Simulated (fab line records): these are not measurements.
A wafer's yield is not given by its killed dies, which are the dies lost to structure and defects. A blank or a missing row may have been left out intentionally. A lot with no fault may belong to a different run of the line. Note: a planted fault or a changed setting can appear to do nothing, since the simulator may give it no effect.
Matching of chambers ; flow n5Finfet ; 4 sister chambers for N5_BEOL_M4_DESCUM_33 on rieDiel-05
The step chemistry O2, time 7 s. 4 wafers are shown with their chamber, then 8 later ones without.

WAFERS PAIRED WITH THEIR CHAMBERS
wafer;chamber;showerheadPlenumPTorr (Torr)
L083.1;3;2.01
L083.2;1;2.09
L083.3;0;2.20
L083.4;2;2.16

WAFERS MISSING THEIR CHAMBER
wafer;showerheadPlenumPTorr (Torr)
L083.5;2.01
L083.6;2.16
L087.1;2.09
L087.4;2.16
L087.6;2.09
L095.4;2.15
L095.5;2.08
L095.6;2.15

CHAMBER TAKEN BY EACH
wafer;from the rows above;in truth
L083.5;3;3
L083.6;2;2
L087.1;1;1
L087.4;2;2
L087.6;1;1
L095.4;2;2
L095.5;1;1
L095.6;2;2
8 of 8 placed correctly. Not placeable from these rows: 0. 0 placed wrongly.
How it was worked out, from the rows above alone: a wafer's distance from a chamber is the root of the sum, over the readings, of the square of ((its reading less the chamber's mean) divided by the reading's scatter). If the next closest chamber is less than 2 further off than the closest, the wafer can't be placed; otherwise it belongs to the closest. The mean given for a chamber averages the wafers shown for that chamber. The scatter: with one shown wafer a chamber, the root of the mean of the squares of how far each hidden wafer lies from its nearest shown one.
